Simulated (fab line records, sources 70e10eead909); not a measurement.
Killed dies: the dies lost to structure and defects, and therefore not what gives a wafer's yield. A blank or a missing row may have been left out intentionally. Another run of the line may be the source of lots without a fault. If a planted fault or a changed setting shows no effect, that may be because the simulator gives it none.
fab line records + flow nand-harc
[record]
- lots = 12
- wafers = 36
- last-day = 33
route steps=1302 shown A_M0@1154 END@1302
lots untouched by any fault: they come from a run of this same line in which no faults occurred
start-h: start of the lot's first displayed wafer, in hours after the record's first day + wait-h: hours from the lot's prior step to this one + " the same as in the row above + L1.1+2: several wafers, shown together as one row + - either no value or no given start + * or withheld: withheld + < > ~ a bound
route shown NAME@n: names a module that has steps shown in the file, with the first one's number in the route + usual: mean/standard deviation taken from wafers without a fault + same: alike in all rows + chamber/n: place in a boat + sites: per-site readings + _std_site: standard deviation of those values + _edge_site: outer sites' mean less inner sites' + radius-mm: how far each site lies from the wafer's centre + mask NAME#n: copy n + behind: the most recent tool/chamber to have shaped the wafer + hold: why the lot was held/for how many hours/how that ended + device: which transistor (n, p or np) failed to switch + end of line: tests run on the same wafers once the route is complete + where a step has no rows: the recipe by itself + killed: dies that structure and defects cost at the first sort, which is not the same as the wafer's yield + map: a wafer's dies, x killed, . not, _ none there
set.NAME: the setting that was run; set.NAME@STEP: the one run at that earlier step + model.NAME: the simulator's own value behind a step, which no gauge read
one table for each step of the route and one row for each wafer, over a sample of lots
services: when a tool's chamber went out of use (start-h, in hours from the record's first day, below 0 if earlier), for how many hours, and the reason
[[steps]]
[step NHARC_A_M0_STRIP_18]
[recipe]
- power-w = 1000
- n2-flow-sccm = 150
- h2-flow-sccm = 150
- ar-flow-sccm = 0
- bias-w = 0
- chemistry = N2/H2
[usual]
- drypump-motor-current-A = 5.6/0.48
- mfc-ar-sccm = 0.005/0.0077
- oes-product-au = 0.998/0.0079
- rf-vpp-V = 90.3/0.96
- showerhead-plenum-p-Torr = 1.99/0.079
- throttle-valve-pct = 14.170/0.0085
| lot.wafer | tool        | chamber | start-h | wait-h | drypump-motor-current-A | mfc-ar-sccm | oes-product-au | rf-hours-counter-h | rf-vpp-V | showerhead-plenum-p-Torr | throttle-valve-pct |
|-----------|-------------|---------|---------|--------|-------------------------|-------------|----------------|--------------------|----------|--------------------------|--------------------|
| L399.3    | rie-diel-12 | 2       | 531.31  | 0.1    | 5.9                     | 0.012       | 0.992          | 5                  | 91.6     | 1.91                     | 14.166             |
| L399.1    | "           | 3       | "       | "      | 6.3                     | 0.007       | 0.997          | 5                  | 90.8     | 2.00                     | 14.173             |
| L399.2    | "           | 0       | "       | "      | 6.0                     | 0           | 1.004          | 5                  | 90.0     | 1.96                     | 14.179             |
| L400.3    | rie-diel-13 | 0       | 532.37  | 0.1    | 6.4                     | 0.002       | 0.989          | 0                  | 90.5     | 1.96                     | 14.176             |
| L400.1    | "           | 1       | "       | "      | 5.0                     | 0           | 1.006          | 0                  | 89.5     | 1.93                     | 14.163             |
| L400.5    | "           | 0       | "       | "      | 6.4                     | 0.002       | 0.996          | -                  | 90.4     | 1.96                     | 14.167             |
| L403.3    | rie-diel-05 | 3       | 557.94  | 0.1    | 5.1                     | 0.016       | 0.987          | 7                  | 90.3     | 1.95                     | 14.173             |
| L403.2    | "           | 0       | "       | "      | 5.5                     | 0           | 1.002          | 8                  | 91.0     | 2.17                     | 14.156             |
| L403.1    | "           | 2       | "       | "      | 5.1                     | 0.014       | 0.997          | 7                  | 89.8     | 1.97                     | 14.180             |
| L404.1    | rie-diel-13 | 0       | 575.83  | 0.1    | 6.4                     | 0.002       | 1.006          | 2                  | 91.3     | 1.96                     | 14.164             |
| L404.2    | "           | 1       | "       | "      | 5.0                     | 0           | 1.009          | 2                  | 91.3     | 1.93                     | 14.175             |
| L404.3    | "           | 2       | "       | "      | 5.4                     | 0           | 0.992          | 2                  | 91.5     | 2.07                     | 14.162             |
| L408.2    | rie-diel-12 | 3       | 602.51  | 0.1    | 6.2                     | 0.007       | 1.022          | 10                 | 91.8     | 2.00                     | 14.173             |
| L408.1    | "           | 1       | "       | "      | 5.3                     | 0           | 1.004          | 11                 | 90.3     | 1.98                     | 14.161             |
| L408.6    | "           | 0       | "       | "      | 6.0                     | 0           | 1.002          | -                  | 90.6     | 1.96                     | 14.154             |
| L410.1    | rie-diel-13 | 0       | 624.39  | 0.1    | 6.4                     | 0.002       | 0.988          | 5                  | 90.5     | 1.96                     | 14.159             |
| L410.4    | "           | 1       | "       | "      | 5.0                     | 0           | 1.011          | 6                  | 89.5     | 1.93                     | 14.172             |
| L410.5    | "           | 0       | "       | "      | 6.4                     | 0.002       | 0.997          | -                  | 90.4     | 1.96                     | 14.169             |
| L409.3    | rie-diel-05 | 0       | 628.22  | 0.1    | 5.5                     | 0           | 0.978          | 2                  | 92.3     | 2.17                     | 14.165             |
| L409.2    | "           | 2       | "       | "      | 5.2                     | 0.014       | 1.001          | 1                  | 89.7     | 1.97                     | 14.177             |
| L409.6    | "           | 0       | "       | "      | 5.5                     | 0           | 0.995          | -                  | 92.0     | 2.17                     | 14.166             |
| L411.1    | rie-diel-13 | 2       | 639.43  | 0.1    | 5.4                     | 0           | 0.993          | 6                  | 90.4     | 2.07                     | 14.153             |
| L411.2    | "           | 3       | "       | "      | 5.6                     | 0.004       | 0.981          | 6                  | 89.2     | 1.92                     | 14.179             |
| L411.5    | "           | 3       | "       | "      | 5.6                     | 0.004       | 0.989          | -                  | 88.9     | 1.92                     | 14.185             |
| L412.2    | rie-diel-12 | 0       | 654.88  | 0.1    | 6.1                     | 0           | 0.990          | 2                  | 89.2     | 1.96                     | 14.174             |
| L412.1    | "           | 2       | "       | "      | 5.8                     | 0.012       | 0.982          | 1                  | 89.2     | 1.90                     | 14.158             |
| L412.4    | "           | 3       | "       | "      | 6.2                     | 0.007       | 0.991          | 2                  | 90.4     | 1.99                     | 14.173             |
| L416.2    | rie-diel-12 | 0       | 695.65  | 0.1    | 6.0                     | 0           | 0.998          | 4                  | 90.2     | 1.96                     | 14.174             |
| L416.3    | "           | 1       | "       | "      | 5.3                     | 0           | 0.996          | 3                  | 91.0     | 1.98                     | 14.178             |
| L416.4    | "           | 2       | "       | "      | 5.8                     | 0.012       | 1.008          | 4                  | 90.5     | 1.90                     | 14.170             |
| L417.4    | rie-diel-13 | 1       | 718.97  | 0.1    | 5.0                     | 0           | 1.000          | 1                  | 91.4     | 1.93                     | 14.164             |
| L417.3    | "           | 3       | "       | "      | 5.6                     | 0.004       | 0.985          | 1                  | 89.3     | 1.92                     | 14.183             |
| L417.2    | "           | 0       | "       | "      | 6.5                     | 0.002       | 1.005          | 1                  | 90.7     | 1.96                     | 14.152             |
| L422.4    | rie-diel-12 | 3       | 744.70  | 0.1    | 6.2                     | 0.007       | 1.005          | 8                  | 88.7     | 1.99                     | 14.169             |
| L422.2    | "           | 0       | "       | "      | 6.0                     | 0           | 1.000          | 7                  | 90.5     | 1.96                     | 14.176             |
| L422.3    | "           | 1       | "       | "      | 5.3                     | 0           | 0.997          | 7                  | 88.6     | 1.98                     | 14.177             |
[step NHARC_A_M0_PVD_20]
[recipe]
- target-thk-a = 50
- bias-v = 168.6
- power-w = 15000
- chamber-pressure-pa = 0.12
- time-s = 8.06
- substrate-temp-c = 50
- material = TaN
[usual]
- bias-v = 168.6/1.7
- throttle-valve-pct = 30.2/1
| lot.wafer | tool           | chamber | start-h | wait-h | bias-v | throttle-valve-pct |
|-----------|----------------|---------|---------|--------|--------|--------------------|
| L399.1    | pvd-sputter-01 | -       | -       | -      | 167.6  | 28.7               |
| L399.3    | "              | -       | "       | "      | 170.8  | 28.8               |
| L399.2    | "              | -       | "       | "      | 169.7  | 31.9               |
| L400.1    | pvd-sputter-02 | -       | -       | -      | 166.3  | 30.4               |
| L400.3    | "              | -       | "       | "      | 167.8  | 32.1               |
| L400.5    | "              | -       | "       | "      | 166.9  | 30.2               |
| L403.1    | pvd-sputter-02 | -       | -       | -      | 168.6  | 32.3               |
| L403.2    | "              | -       | "       | "      | 171.3  | 29.8               |
| L403.3    | "              | -       | "       | "      | 166.5  | 31.8               |
| L404.3    | pvd-sputter-02 | -       | -       | -      | 170.5  | 29.7               |
| L404.2    | "              | -       | "       | "      | 167.6  | 31.8               |
| L404.1    | "              | -       | "       | "      | 169.2  | 32.3               |
| L408.2    | pvd-sputter-02 | -       | -       | -      | 169.7  | 30.3               |
| L408.1    | "              | -       | "       | "      | 167.5  | 31.7               |
| L408.6    | "              | -       | "       | "      | 166.6  | 31.6               |
| L410.1    | pvd-sputter-02 | -       | -       | -      | 168.6  | 32.1               |
| L410.4    | "              | -       | "       | "      | 164.2  | 29.7               |
| L410.5    | "              | -       | "       | "      | 169.6  | 32.2               |
| L409.2    | pvd-sputter-01 | -       | -       | -      | 167.0  | 28.8               |
| L409.3    | "              | -       | "       | "      | 165.7  | 30.8               |
| L409.6    | "              | -       | "       | "      | 163.9  | 28.8               |
| L411.2    | pvd-sputter-03 | -       | -       | -      | 167.1  | 30.7               |
| L411.1    | "              | -       | "       | "      | 168.4  | 30.0               |
| L411.5    | "              | -       | "       | "      | 168.4  | 30.3               |
| L412.4    | pvd-sputter-03 | -       | -       | -      | 167.9  | 29.8               |
| L412.2    | "              | -       | "       | "      | 169.7  | 30.3               |
| L412.1    | "              | -       | "       | "      | 166.8  | 30.7               |
| L416.4    | pvd-sputter-03 | -       | -       | -      | 166.7  | 30.2               |
| L416.2    | "              | -       | "       | "      | 169.6  | 30.8               |
| L416.3    | "              | -       | "       | "      | 170.2  | 30.0               |
| L417.4    | pvd-sputter-01 | -       | -       | -      | 168.9  | 30.3               |
| L417.3    | "              | -       | "       | "      | 169.1  | 29.2               |
| L417.2    | "              | -       | "       | "      | 169.9  | 30.5               |
| L422.3    | pvd-sputter-01 | -       | -       | -      | 169.0  | 29.9               |
| L422.2    | "              | -       | "       | "      | 168.2  | 28.8               |
| L422.4    | "              | -       | "       | "      | 171.6  | 30.5               |
[step NHARC_A_M0_ANNEAL_30]
[recipe]
- temp-c = 225
- time-s = 90
[usual]
- anneal-temp-c = 225.02/0.18
- anneal-temp-c-max = 225.86/0.26
- wafer_temp_C_max = 225.83/0.24
| lot.wafer | tool          | chamber | start-h | wait-h | anneal-temp-c | anneal-temp-c-max | wafer_temp_C_max |
|-----------|---------------|---------|---------|--------|---------------|-------------------|------------------|
| L399.1    | rtp-anneal-01 | 0       | 532.60  | 0.3    | 224.67        | 225.47            | 225.56           |
| L399.2    | "             | 0       | "       | "      | 224.85        | 225.88            | 225.86           |
| L399.3    | "             | 0       | "       | "      | 224.97        | 225.93            | 226.26           |
| L400.1    | rtp-anneal-01 | 0       | 533.62  | -      | 225.04        | 225.89            | 225.73           |
| L400.3    | "             | 0       | "       | "      | 224.88        | 225.62            | 225.91           |
| L400.5    | "             | 0       | "       | "      | 225.22        | 226.11            | 225.90           |
| L403.1    | rtp-anneal-02 | 0       | 559.22  | 0.3    | 224.70        | 225.30            | 225.54           |
| L403.2    | "             | 0       | "       | "      | 224.99        | 225.72            | 225.61           |
| L403.3    | "             | 0       | "       | "      | 225.01        | 225.63            | 226.16           |
| L404.1    | rtp-anneal-01 | 0       | 577.18  | 0.4    | 224.71        | 225.83            | 226.07           |
| L404.2    | "             | 0       | "       | "      | 224.63        | 225.46            | 225.95           |
| L404.3    | "             | 0       | "       | "      | 224.94        | 225.95            | 226.24           |
| L408.1    | rtp-anneal-02 | 0       | 603.78  | -      | 225.16        | 225.82            | 225.93           |
| L408.2    | "             | 0       | "       | "      | 224.92        | 225.83            | 226.26           |
| L408.6    | "             | 0       | "       | "      | 225.05        | 225.66            | 225.82           |
| L410.1    | rtp-anneal-01 | 0       | 625.67  | 0.3    | 224.94        | 225.73            | 225.62           |
| L410.4    | "             | 0       | "       | "      | 224.93        | 225.87            | 225.47           |
| L410.5    | "             | 0       | "       | "      | 224.83        | 225.82            | 225.64           |
| L409.2    | rtp-anneal-02 | 0       | 629.61  | 0.4    | 225.11        | 225.76            | 225.37           |
| L409.3    | "             | 0       | "       | "      | 225.26        | 225.76            | 226.09           |
| L409.6    | "             | 0       | "       | "      | 225.09        | 225.77            | 225.64           |
| L411.1    | rtp-anneal-02 | 0       | 640.75  | -      | 225.04        | 225.61            | 225.68           |
| L411.2    | "             | 0       | "       | "      | 224.81        | 225.70            | 226.27           |
| L411.5    | "             | 0       | "       | "      | 225.01        | 225.60            | 225.84           |
| L412.1    | rtp-anneal-01 | 0       | 656.16  | -      | 224.67        | 225.45            | 226.11           |
| L412.2    | "             | 0       | "       | "      | 224.89        | 225.79            | 225.77           |
| L412.4    | "             | 0       | "       | "      | 225.02        | 226.04            | 225.47           |
| L416.2    | rtp-anneal-02 | -       | 696.97  | 0.3    | -             | -                 | -                |
| L416.3    | "             | -       | "       | "      | -             | -                 | -                |
| L416.4    | "             | -       | "       | "      | -             | -                 | -                |
| L417.2    | rtp-anneal-02 | -       | 720.31  | 0.4    | -             | -                 | -                |
| L417.3    | "             | -       | "       | "      | -             | -                 | -                |
| L417.4    | "             | -       | "       | "      | -             | -                 | -                |
| L422.2    | rtp-anneal-01 | 0       | 746.00  | -      | 225.26        | 226.36            | 225.31           |
| L422.3    | "             | 0       | "       | "      | 225.24        | 226.32            | 225.79           |
| L422.4    | "             | 0       | "       | "      | 224.98        | 225.83            | 225.58           |
[step NHARC_A_M0_THK_MEAS_24]
[recipe]
- thk-meas-gauge = xrf
[usual]
- thk-nm = 114.1/1.5
| lot.wafer | tool          | chamber | start-h | wait-h | thk-nm |
|-----------|---------------|---------|---------|--------|--------|
| L399.1    | film-metro-02 | -       | 533.26  | -      | 112.6  |
| L399.2    | "             | -       | "       | "      | 113.0  |
| L399.3    | "             | -       | "       | "      | 113.8  |
| L400.1    | film-metro-01 | -       | 534.29  | -      | 113.7  |
| L400.3    | "             | -       | "       | "      | 114.1  |
| L400.5    | "             | -       | "       | "      | 113.8  |
| L403.1    | film-metro-01 | -       | 559.88  | -      | 113.2  |
| L403.2    | "             | -       | "       | "      | 116.2  |
| L403.3    | "             | -       | "       | "      | 113.1  |
| L404.1    | film-metro-01 | -       | 577.84  | -      | 115.4  |
| L404.2    | "             | -       | "       | "      | 115.1  |
| L404.3    | "             | -       | "       | "      | 113.5  |
| L408.1    | film-metro-01 | -       | 604.44  | -      | 113.6  |
| L408.2    | "             | -       | "       | "      | 114.5  |
| L408.6    | "             | -       | "       | "      | 114.7  |
| L410.1    | film-metro-01 | -       | 626.33  | -      | 113.6  |
| L410.4    | "             | -       | "       | "      | 114.2  |
| L410.5    | "             | -       | "       | "      | 114.7  |
| L409.2    | film-metro-01 | -       | 630.22  | -      | 114.2  |
| L409.3    | "             | -       | "       | "      | 114.1  |
| L409.6    | "             | -       | "       | "      | 114.8  |
| L411.1    | film-metro-02 | -       | 641.41  | -      | 112.1  |
| L411.2    | "             | -       | "       | "      | 115.8  |
| L411.5    | "             | -       | "       | "      | 115.7  |
| L412.1    | film-metro-02 | -       | 656.82  | -      | 113.6  |
| L412.2    | "             | -       | "       | "      | 113.1  |
| L412.4    | "             | -       | "       | "      | 113.4  |
| L416.2    | film-metro-01 | -       | 697.58  | -      | 115.0  |
| L416.3    | "             | -       | "       | "      | 116.3  |
| L416.4    | "             | -       | "       | "      | 114.4  |
| L417.2    | film-metro-01 | -       | 720.93  | -      | 114.4  |
| L417.3    | "             | -       | "       | "      | 113.4  |
| L417.4    | "             | -       | "       | "      | 113.0  |
| L422.2    | film-metro-01 | -       | 746.61  | -      | 114.1  |
| L422.3    | "             | -       | "       | "      | 113.6  |
| L422.4    | "             | -       | "       | "      | 115.7  |
[step NHARC_END_SORT_01]
[recipe]
- temp-c = 25
[usual]
- defect-limited-yield = 90/3.3
- killed-at-array = 61/23
- killed-at-other = 1.3/1.4
- killed-at-periphery = 4.0/2.6
- killed-dies = 66/22
- killed-open = 3.4/1.8
- killed-short = 2.3/1.4
[same]
- gross-dies = 677
| lot.wafer | tool      | chamber | start-h | wait-h | defect-limited-yield[%] | killed-at-array | killed-at-other | killed-at-periphery | killed-dies | killed-open | killed-short |
|-----------|-----------|---------|---------|--------|-------------------------|-----------------|-----------------|---------------------|-------------|-------------|--------------|
| L416.2    | prober-02 | 0       | 733.57  | 2.8    | 87                      | 81              | 0               | 6                   | 87          | 5           | 3            |
| L416.3    | prober-02 | 0       | 734.37  | 3.1    | 89                      | 71              | 0               | 3                   | 74          | 3           | 3            |
| L416.4    | prober-02 | 0       | 735.17  | 3.4    | 87                      | 81              | 1               | 6                   | 88          | 4           | 2            |
| L417.2    | prober-02 | 0       | 765.81  | 2.8    | 86                      | 87              | 1               | 5                   | 93          | 4           | 4            |
| L417.3    | prober-02 | 0       | 766.61  | 3.1    | 87                      | 76              | 2               | 12                  | 90          | 3           | 0            |
| L417.4    | prober-02 | 0       | 767.41  | 3.4    | 86                      | 89              | 1               | 7                   | 97          | 1           | 1            |
// killed by level:class
L416.2 A_M0:area-anneal=31 A_CHANNEL_HOLE_D2:chamber-film-flake=21 A_STAIRCASE:chamber-film-flake=8 A_CHANNEL_HOLE_D1:chamber-film-flake=7 A_SLIT:chamber-film-flake=5 P_GATE:geometric-particle:short=2 A_M0:geometric-particle:open=2 P_GATE:chamber-film-flake=2
L416.3 A_CHANNEL_HOLE_D2:chamber-film-flake=25 A_M0:area-anneal=16 A_STAIRCASE:chamber-film-flake=7 A_CONTACT:chamber-film-flake=7 A_CHANNEL_HOLE_D1:chamber-film-flake=6 A_SLIT:chamber-film-flake=3 P_CONTACT:geometric-particle:short=2 A_WL_FILL:chamber-film-flake=2
L416.4 A_CHANNEL_HOLE_D2:chamber-film-flake=29 A_M0:area-anneal=21 A_STAIRCASE:chamber-film-flake=10 A_CHANNEL_HOLE_D1:chamber-film-flake=7 A_CONTACT:chamber-film-flake=5 A_M0:geometric-particle:short=2 P_GATE:chamber-film-flake=2 A_SLIT:chamber-film-flake=2
L417.2 A_SLIT:chamber-film-flake=27 A_M0:area-anneal=19 A_CHANNEL_HOLE_D2:chamber-film-flake=15 A_CHANNEL_HOLE_D1:chamber-film-flake=11 P_CONTACT:chamber-film-flake=4 A_ONON_D1:geometric-particle:short=3 A_ONON_D1:geometric-particle:open=3 A_CONTACT:chamber-film-flake=3
L417.3 A_CHANNEL_HOLE_D2:chamber-film-flake=27 A_SLIT:chamber-film-flake=19 P_CONTACT:chamber-film-flake=10 A_CHANNEL_HOLE_D1:chamber-film-flake=10 A_M0:area-anneal=10 A_CONTACT:chamber-film-flake=3 A_M1:geometric-particle:open=2 A_CHANNEL_FILL_D1:chamber-film-flake=2
L417.4 A_CHANNEL_HOLE_D2:chamber-film-flake=33 A_SLIT:chamber-film-flake=22 A_M0:area-anneal=15 A_CHANNEL_HOLE_D1:chamber-film-flake=9 P_CONTACT:chamber-film-flake=6 A_CONTACT:chamber-film-flake=6 A_DECK1_JOINT:geometric-particle:open=1 A_SGD_CUT:geometric-particle:short=1
[[services]]
| tool           | chamber | start-h | hours | kind       |
|----------------|---------|---------|-------|------------|
| rie-diel-05    | 3       | 516.35  | 4.9   | repair     |
| rie-diel-13    | -       | 519.04  | 9.0   | pm         |
| rie-diel-13    | 0       | 519.04  | 9.0   | vent-cycle |
| pvd-sputter-03 | -       | 526.10  | 10.0  | pm         |
| rie-diel-12    | 3       | 538.14  | 9.4   | repair     |
| rie-diel-05    | 1       | 538.83  | 18.6  | repair     |
| rie-diel-13    | 3       | 547.43  | 2.9   | repair     |
| rie-diel-05    | 2       | 559.77  | 6.7   | repair     |
| rie-diel-12    | 2       | 569.46  | 6.0   | repair     |
| pvd-sputter-01 | -       | 582.01  | 10.0  | pm         |
| rie-diel-05    | -       | 583.60  | 9.0   | pm         |
| pvd-sputter-01 | -       | 598.10  | 3.7   | repair     |
| rie-diel-05    | 0       | 610.26  | 1.6   | repair     |
| rie-diel-12    | -       | 622.52  | 9.0   | pm         |
| rie-diel-05    | 3       | 625.45  | 7.4   | repair     |
| rie-diel-13    | -       | 628.07  | 0.5   | repair     |
| rie-diel-13    | 0       | 637.30  | 15.2  | repair     |
| pvd-sputter-02 | -       | 638.02  | 10.0  | pm         |
| pvd-sputter-02 | -       | 695.63  | 11.6  | repair     |
| rie-diel-13    | -       | 696.04  | 9.0   | pm         |
| pvd-sputter-03 | -       | 704.10  | 10.0  | pm         |
| rie-diel-12    | 2       | 708.51  | 11.3  | repair     |
| rie-diel-12    | 0       | 711.20  | 1.4   | repair     |
| rtp-anneal-02  | -       | 744.00  | 12.0  | pm         |
[[key]]
[first-sign]
- step = NHARC_A_M0_ANNEAL_30
- reading = tool-record
- direction = missing
effect none on later readings
met-at NHARC_A_M0_ANNEAL_30
struck-lots L416,L417
not-acting-at NHARC_A_M0_STRIP_18,NHARC_A_M0_PVD_20,NHARC_A_M0_THK_MEAS_24
onset-between 640.75 696.97
[fault]
- kind = skipped-step-whole
- tool = rtp-anneal-02
- chamber = -
- onset-h = 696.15
- steps = NHARC_A_M0_ANNEAL_30
- scope = struck-lots-only
